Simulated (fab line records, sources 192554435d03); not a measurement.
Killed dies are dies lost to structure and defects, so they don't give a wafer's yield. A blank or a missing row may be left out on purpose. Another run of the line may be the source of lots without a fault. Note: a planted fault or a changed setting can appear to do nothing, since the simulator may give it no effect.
Chamber matching ; flow n5_finfet ; 4 sister chambers for N5_BEOL_M8_DESCUM_16 on rie_diel-03
The step chemistry O2, time 7.9 s. 14 wafers are shown with their chamber, then 7 later ones without.

== WAFERS, EACH WITH ITS CHAMBER ==
wafer;chamber;drypump_motor_current_A (A);throttle_valve_pct (%);showerhead_plenum_p_Torr (Torr)
L075.1;3;5.9;20.55;2.13
L075.2;0;5.5;20.74;2.08
L075.6;3;5.9;20.55;2.13
L078.2;1;5.5;20.42;2.15
L078.3;0;5.5;20.75;2.08
L078.6;0;5.5;20.75;2.08
L085.2;0;5.5;20.78;2.08
L085.4;2;5.2;20.05;2.10
L085.5;1;5.5;20.45;2.14
L090.2;1;5.4;20.46;2.14
L090.3;3;5.9;20.60;2.12
L090.6;0;5.5;20.80;2.07
L089.1;0;5.5;20.79;2.07
L089.3;1;5.5;20.46;2.14

SIGNATURES (means of the wafers above)
reading;chamber 0;chamber 1;chamber 2;chamber 3;scatter within a chamber
drypump_motor_current_A;5.500;5.475;5.200;5.900;0.0274
throttle_valve_pct;20.7683;20.4475;20.0500;20.5667;0.0241
showerhead_plenum_p_Torr;2.0767;2.1425;2.1000;2.1267;0.00524
Rule: distance of a wafer from a chamber = root of the sum over the readings of ((wafer's reading minus chamber's mean) / reading's scatter) squared. The wafer belongs to the nearest chamber; if the next one is less than 2 further off, it can't be placed. The scatter: the root of (the sum of the squares of (reading less its chamber's mean) over the shown wafers, divided by (wafers less chambers)).

== WAFERS WITH NO CHAMBER GIVEN ==
wafer;drypump_motor_current_A (A);throttle_valve_pct (%);showerhead_plenum_p_Torr (Torr)
L089.6;5.2;20.04;2.10
L091.4;5.5;20.78;2.07
L091.5;5.5;20.47;2.14
L091.6;5.2;20.05;2.10
L092.1;5.2;20.07;2.10
L092.3;5.4;20.48;2.14
L092.6;5.9;20.61;2.12

== EACH ONE'S CHAMBER ==
wafer;from the rows above;in truth
L089.6;2;2
L091.4;0;0
L091.5;1;1
L091.6;2;2
L092.1;2;2
L092.3;1;1
L092.6;3;3
Placed correctly: 7 of 7. Number that these rows cannot place: 0. Placed wrongly: 0.
